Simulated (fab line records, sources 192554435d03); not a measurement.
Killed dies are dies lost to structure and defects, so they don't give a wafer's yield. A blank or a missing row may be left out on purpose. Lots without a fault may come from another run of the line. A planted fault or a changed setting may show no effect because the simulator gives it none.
fab line records | flow n5_finfet
record lots=6 wafers=18 last_day=17
route steps=1938 shown PASSIVATION@1904
lots that met no fault: from a run of the same line without faults
start_h: hours from the record's first day to the start of the lot's first wafer shown | wait_h: hours since the lot's step before | " the same as in the row above | L1.1+2: a row that stands for several wafers | - no value, or no start given | * or withheld: withheld | < > ~ a bound
route shown NAME@n: a module of which the file shows steps, and the number in the route of the first | usual: mean/standard deviation of fault-free wafers | same: alike in all rows | chamber/n: place in a boat | sites: the reading at each site | _std_site: their standard deviation | _edge_site: outer sites' mean less inner sites' | radius_mm: how far each site lies from the wafer's centre | mask NAME#n: copy n | behind: the tool/chamber that last shaped the wafer | hold: why the lot was held/for how many hours/how that ended | device: the transistor (n, p or np) that didn't switch | end of line: the same wafers' tests at the end of the route | a step without rows: its recipe alone | killed: dies lost to structure and defects at the first sort, not the wafer's yield | map: a wafer's dies, x killed, . not, _ none there
set.NAME: the setting as run; set.NAME@STEP: as run at that earlier step | model.NAME: the simulator's own value behind a step, which no gauge read
lots at some steps of the route; a table a step, a row a wafer
services: from which hour (start_h, from the record's first day; less than 0 if before it) a tool's chamber was out of use, for how many hours, and why
## steps
# step N5_PASSIVATION_HARDBAKE_31
# recipe temp_c=130 time_s=120
# step N5_PASSIVATION_CD_MEAS_30
# recipe target_cd_nm=4000 landing_energy_ev=500 detector=se_inlens polarity=opening
# usual cd_nm=4000.5/1.8
# columns lot.wafer tool chamber start_h wait_h cd_nm
L740.2 cd_sem-03 0 311.79 - 3997.0
L740.4 " 0 " " 3998.7
L740.6 " 0 " " 3998.0
L745.1 cd_sem-01 0 316.37 - 3997.4
L745.2 " 0 " " 3996.6
L745.4 " 0 " " 3998.0
L752.1 cd_sem-02 0 384.04 - 3999.6
L752.2 " 0 " " 4002.5
L752.6 " 0 " " 3999.9
L754.3 cd_sem-03 0 384.58 - 3998.6
L754.5 " 0 " " 3999.1
L754.6 " 0 " " 3999.4
L755.1 cd_sem-02 0 397.22 - 4000.2
L755.2 " 0 " " 3999.7
L755.4 " 0 " " 4001.5
L759.1 cd_sem-01 0 400.10 - 3999.5
L759.5 " 0 " " 4001.6
L759.6 " 0 " " 4001.9
# step N5_PASSIVATION_OVL_MEAS_63
# recipe points_per_wafer=44
# usual PAD_OVL=-4/4.9
# columns lot.wafer tool chamber start_h wait_h PAD_OVL[nm]
L740.2 overlay-02 0 311.81 0.0 -11
L740.4 " 0 " " -12
L740.6 " 0 " " -5
L745.1 overlay-01 0 316.40 0.0 -7
L745.2 " 0 " " -1
L745.4 " 0 " " -1
L752.1 overlay-02 0 384.07 0.0 -8
L752.2 " 0 " " -8
L752.6 " 0 " " -6
L754.3 overlay-02 0 384.61 0.0 -8
L754.5 " 0 " " -8
L754.6 " 0 " " -7
L755.1 overlay-01 0 397.28 0.1 -5
L755.2 " 0 " " -11
L755.4 " 0 " " -8
L759.1 overlay-02 0 400.14 0.0 -3
L759.5 " 0 " " -2
L759.6 " 0 " " -4
# step N5_PASSIVATION_INSPECT_64
# recipe mode=adi inspect_instrument=macro
# usual raw_defect_count=2.0/1.4
# columns lot.wafer tool chamber start_h wait_h raw_defect_count
L740.2 defect_inspect-01 - 311.84 0.0 4
L740.4 " - " " 1
L740.6 " - " " 3
L745.1 defect_inspect-02 - 316.42 0.0 5
L745.2 " - " " 1
L745.4 " - " " 3
L752.1 defect_inspect-02 - 384.10 0.0 5
L752.2 " - " " 1
L752.6 " - " " 2
L754.3 defect_inspect-02 - 384.63 0.0 2
L754.5 " - " " 1
L754.6 " - " " 2
L755.1 defect_inspect-01 - 397.31 0.0 2
L755.2 " - " " 0
L755.4 " - " " 2
L759.1 defect_inspect-01 - 400.16 0.0 2
L759.5 " - " " 0
L759.6 " - " " 0
# step N5_PASSIVATION_DESCUM_32
# recipe chemistry=O2 time_s=7.9 source_power_w=50 bias_power_w=20 pressure_mtorr=20 rf_frequency_hz=2.712e+07 temp_c=40 o2_flow_sccm=225
# usual drypump_motor_current_A=5.8/0.49 oes_product_au=0.79/0.064 rf_fwd_power_W=49.62/0.17 rf_vpp_V=243.3/1.4 showerhead_plenum_p_Torr=2.10/0.084 throttle_valve_pct=20.39/0.23
# columns lot.wafer tool chamber start_h wait_h drypump_motor_current_A oes_product_au rf_fwd_power_W rf_hours_counter_h rf_vpp_V showerhead_plenum_p_Torr throttle_valve_pct
L740.2 rie_diel-04 3 312.10 0.3 5.9 0.81 49.35 70 243.9 2.12 20.33
L740.4 " 1 " " 5.3 0.76 49.85 122 245.1 2.19 20.58
L740.6 " 0 " " 6.7 0.91 49.79 - 245.6 2.24 20.09
L745.1 rie_diel-05 2 316.49 0.1 5.1 0.83 49.63 57 242.1 2.04 20.20
L745.2 " 3 " " 6.6 0.72 49.62 195 242.8 2.07 20.48
L745.4 " 0 " " 6.0 0.82 49.38 67 240.8 2.03 20.52
L752.1 rie_diel-05 0 384.13 0.0 6.1 0.79 49.66 95 242.1 2.02 20.56
L752.2 " 3 " " 6.6 0.69 49.59 222 241.6 2.06 20.52
L752.6 " 1 " " 5.9 0.78 49.53 - 242.9 2.02 20.53
L754.3 rie_diel-04 1 384.67 0.0 5.3 0.75 49.35 143 244.5 2.19 20.61
L754.5 " 1 " " 5.3 0.75 49.61 - 245.9 2.19 20.61
L754.6 " 2 " " 5.5 0.67 49.37 - 242.3 2.07 20.83
L755.1 rie_diel-04 3 397.34 0.0 5.9 0.79 49.76 100 243.5 2.11 20.37
L755.2 " 0 " " 6.7 0.86 49.91 43 244.3 2.23 20.11
L755.4 " 0 " " 6.7 0.86 49.66 - 244.1 2.23 20.11
L759.1 rie_diel-05 1 400.20 0.0 5.9 0.77 49.29 130 243.3 2.01 20.52
L759.5 " 0 " " 6.0 0.79 49.64 - 241.8 2.02 20.57
L759.6 " 3 " " 6.6 0.69 49.71 - 242.9 2.06 20.51
# step N5_PASSIVATION_AL_ETCH_33
# recipe chemistry=Cl2/BCl3 target_depth_a=28000 over_etch_frac=0.15 Cl2_flow_sccm=180 bcl3_flow_sccm=60 target=Al stop_on=TaN time_s=466.7 ion_energy_ev=100 pressure_mtorr=10 icp_w=900 bias_w=100
# usual drypump_motor_current_A=5.7/0.55 he_backside_leak_sccm=3.5/0.34 oes_product_au=0.71/0.037 rf_fwd_power_W=898.7/2.9 throttle_valve_pct=34.31/0.18
# columns lot.wafer tool chamber start_h wait_h drypump_motor_current_A he_backside_leak_sccm oes_product_au rf_fwd_power_W rf_hours_counter_h throttle_valve_pct
L740.2 rie_metal-01 1 312.18 0.1 5.6 3.6 0.66 893.5 54 34.28
L740.4 " 1 " " 5.7 3.7 0.66 895.6 - 34.28
L740.6 " 0 " " 6.4 6.0 0.75 896.4 - 34.49
L745.1 rie_metal-03 1 316.58 0.1 5.5 3.9 0.77 898.5 18 34.22
L745.2 " 0 " " 6.3 3.7 0.74 897.5 36 34.07
L745.4 " 0 " " 6.3 3.7 0.74 900.7 - 34.09
L752.1 rie_metal-01 0 384.22 0.1 6.4 3.4 0.73 899.0 27 34.52
L752.2 " 1 " " 5.6 3.5 0.65 896.5 61 34.30
L752.6 " 1 " " 5.7 3.5 0.65 899.2 - 34.29
L754.3 rie_metal-02 0 384.93 0.2 4.8 3.4 0.68 896.8 - 34.19
L754.5 " 1 " " 5.3 3.2 0.69 898.3 - 34.64
L754.6 " 0 " " 4.8 3.4 0.67 894.7 - 34.21
L755.1 rie_metal-03 0 397.43 0.1 6.3 3.7 0.71 894.6 44 34.13
L755.2 " 1 " " 5.5 4.0 0.74 901.4 26 34.27
L755.4 " 1 " " 5.5 4.0 0.74 898.1 - 34.25
L759.1 rie_metal-01 0 400.28 0.1 6.4 3.2 0.73 902.3 29 34.49
L759.5 " 0 " " 6.3 3.2 0.73 899.0 - 34.50
L759.6 " 1 " " 5.7 3.5 0.64 900.6 - 34.27
# step N5_PASSIVATION_ETCH_59
# recipe chemistry=Cl2/BCl3 target=TaN target_depth_a=650 time_s=34.9 ion_energy_ev=100 pressure_mtorr=10 icp_w=900 bias_w=100 Cl2_flow_sccm=60 bcl3_flow_sccm=30
# usual drypump_motor_current_A=5.7/0.54 he_backside_leak_sccm=3.47/0.23 oes_product_au=0.80/0.043 rf_fwd_power_W=892/3 throttle_valve_pct=21.12/0.15
# columns lot.wafer tool chamber start_h wait_h drypump_motor_current_A he_backside_leak_sccm oes_product_au rf_fwd_power_W rf_hours_counter_h throttle_valve_pct
L740.2 rie_metal-01 1 312.58 0.3 5.7 3.65 0.73 888 55 21.19
L740.4 " 1 " " 5.6 3.53 0.72 888 - 21.17
L740.6 " 0 " " 6.3 3.28 0.83 886 - 21.21
L745.1 rie_metal-03 1 316.98 0.3 5.4 3.51 0.85 893 18 21.06
L745.2 " 0 " " 6.3 3.58 0.83 889 36 20.90
L745.4 " 0 " " 6.3 3.48 0.83 889 - 20.91
L752.1 rie_metal-01 0 384.62 0.3 6.4 3.36 0.82 889 27 21.23
L752.2 " 1 " " 5.6 3.52 0.72 887 61 21.19
L752.6 " 1 " " 5.7 3.38 0.72 892 - 21.21
L754.3 rie_metal-02 0 385.32 0.2 4.8 3.33 0.75 894 - 21.07
L754.5 " 1 " " 5.2 3.13 0.77 894 - 21.40
L754.6 " 0 " " 4.8 3.66 0.75 894 - 21.07
L755.1 rie_metal-03 0 397.83 0.3 6.2 3.55 0.82 895 44 20.91
L755.2 " 1 " " 5.4 3.83 0.84 899 26 21.06
L755.4 " 1 " " 5.5 3.72 0.83 897 - 21.04
L759.1 rie_metal-01 0 400.68 0.3 6.3 3.76 0.82 890 29 21.22
L759.5 " 0 " " 6.3 3.76 0.82 890 - 21.24
L759.6 " 1 " " 5.6 3.50 0.71 888 - 21.18
# step N5_PASSIVATION_STRIP_34
# recipe chemistry=O2 power_w=600 temp_c=60 pressure_mtorr=30 rf_frequency_hz=6e+07 bias_power_w=0 overash_fraction=2 o2_flow_sccm=225
# usual drypump_motor_current_A=5.8/0.48 oes_product_au=0.80/0.072 rf_vpp_V=3.7/1.5 showerhead_plenum_p_Torr=2.10/0.083 throttle_valve_pct=16.62/0.23
# columns lot.wafer tool chamber start_h wait_h drypump_motor_current_A oes_product_au rf_hours_counter_h rf_vpp_V showerhead_plenum_p_Torr throttle_valve_pct
L740.2 rie_diel-06 1 312.71 0.1 6.0 0.69 242 2.3 1.98 16.73
L740.4 " 3 " " 5.5 0.79 89 0.8 2.02 16.30
L740.6 " 2 " " 5.8 0.84 - 4.6 2.04 16.50
L745.1 rie_diel-05 3 317.10 0.1 6.6 0.72 195 3.6 2.07 16.80
L745.2 " 2 " " 5.1 0.86 57 3.8 2.05 16.42
L745.4 " 0 " " 6.0 0.83 67 4.3 2.04 16.76
L752.1 rie_diel-05 0 384.73 0.1 6.0 0.80 96 3.3 2.02 16.80
L752.2 " 3 " " 6.6 0.70 222 3.6 2.07 16.83
L752.6 " 2 " " 5.1 0.79 - 5.6 2.04 16.44
L754.3 rie_diel-06 1 385.41 0.1 6.0 1.00 4 5.4 2.24 16.27
L754.5 " 1 " " 6.0 1.01 - 2.6 2.24 16.26
L754.6 " 0 " " 5.3 0.75 - 5.1 2.19 16.86
L755.1 rie_diel-06 1 398.03 0.2 5.9 0.96 10 3.6 2.24 16.29
L755.2 " 2 " " 5.8 0.81 86 5.0 2.03 16.49
L755.4 " 0 " " 5.3 0.76 160 4.0 2.18 16.83
L759.1 rie_diel-05 3 400.81 0.1 6.6 0.70 227 3.1 2.06 16.85
L759.5 " 1 " " 5.9 0.77 - 1.1 2.02 16.79
L759.6 " 0 " " 6.1 0.79 - 5.0 2.03 16.79
# step N5_PASSIVATION_STRIP_51
# recipe chemistry=post_etch_residue_remover time_s=1200 temp_c=72.5
# step N5_PASSIVATION_CLEAN_69
# recipe chemistry=IPA time_s=180 temp_c=25
# step N5_PASSIVATION_SRD_70
# recipe dry=ipa_marangoni time_s=30 temp_c=23 rinse_liquid=diw
# step N5_PASSIVATION_PECVD_53
# recipe material=SiO2 target_thk_a=8000 temp_c=400 precursor=TEOS/O2 pressure_torr=6.5 rf_w=withheld teos_flow_sccm=withheld gas=O2 flow_sccm=2650 time_s=169.4
# step N5_PASSIVATION_PECVD_35
# recipe material=SiNx target_thk_a=7000 temp_c=400 precursor=SiH4/NH3/N2 pressure_torr=4.9 rf_w=1406 time_s=151.3
# usual chamber_pressure_Torr=4.901/0.011 heater_power_outer_w=174/53 heater_power_w=382/78 rf_fwd_power_W=1401/4.4 showerhead_plenum_p_Torr=8.69/0.056 throttle_valve_pct=29.1/1.9
# columns lot.wafer tool chamber start_h wait_h chamber_pressure_Torr heater_power_outer_w heater_power_w rf_fwd_power_W showerhead_plenum_p_Torr throttle_valve_pct
L740.2 pecvd-04 2 313.36 0.1 4.910 191 422 1398 8.66 27.4
L740.4 " 2 " " 4.898 211 448 1397 8.67 27.3
L740.6 " 0 " " 4.881 82 238 1399 8.78 30.2
L745.1 pecvd-01 2 317.71 0.1 4.883 169 357 1396 8.63 26.3
L745.2 " 0 " " 4.881 102 294 1409 8.74 29.8
L745.4 " 1 " " 4.892 104 374 1408 8.77 27.4
L752.1 pecvd-02 2 385.36 0.1 - - - - - -
L752.2 " 0 " " - - - - - -
L752.6 " 1 " " - - - - - -
L754.3 pecvd-01 0 386.02 0.1 - - - - - -
L754.5 " 0 " " - - - - - -
L754.6 " 1 " " - - - - - -
L755.1 pecvd-04 1 398.64 0.1 4.917 113 263 1408 8.73 33.2
L755.2 " 2 " " 4.900 150 354 1400 8.67 27.4
L755.4 " 1 " " 4.907 135 303 1406 8.74 33.2
L759.1 pecvd-04 1 401.42 0.1 4.902 106 264 1404 8.73 32.8
L759.5 " 1 " " 4.905 134 301 1398 8.71 32.8
L759.6 " 0 " " 4.906 165 353 1400 8.76 30.4
# step N5_PASSIVATION_HMDS_37
# recipe time_s=60 temp_c=120
## services
# columns tool chamber start_h hours kind
pecvd-02 - 288.38 2.8 pm
rie_diel-04 3 294.87 1.6 repair
rie_metal-01 - 296.34 2.8 pm
rie_diel-04 0 297.11 5.5 repair
pecvd-04 - 303.00 6.0 pm
rie_metal-01 0 317.84 18.3 repair
rie_metal-01 - 319.84 1.1 repair
pecvd-04 2 327.37 2.1 scheduled_down
pecvd-01 1 331.86 9.5 repair
rie_diel-06 1 343.84 - clean
rie_diel-06 1 343.84 - consumable_replace:focus_ring
rie_diel-06 1 343.84 - consumable_replace:showerhead
rie_diel-06 1 343.84 30.5 scheduled_down
rie_diel-06 1 343.84 30.5 vent_cycle
pecvd-04 - 351.40 2.8 repair
rie_diel-04 2 385.02 - clean
rie_diel-04 2 385.02 - consumable_replace:focus_ring
rie_diel-04 2 385.02 27.7 scheduled_down
rie_diel-04 2 385.02 27.7 vent_cycle
pecvd-02 - 389.55 1.0 repair
pecvd-02 1 395.85 2.8 repair
rie_metal-02 1 397.46 4.0 repair
rie_metal-02 0 398.79 20.4 repair
## key
first_sign step=N5_PASSIVATION_PECVD_35 reading=tool_record direction=missing
effect none on later readings
met_at N5_PASSIVATION_PECVD_35
struck_wafers L752.1,L752.2,L752.6,L754.3,L754.5,L754.6
onset_between 317.71 385.36
fault kind=skipped_step_whole tool=pecvd-01,pecvd-02 chamber=- onset_h=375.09 steps=N5_PASSIVATION_PECVD_35 scope=struck_lots_only
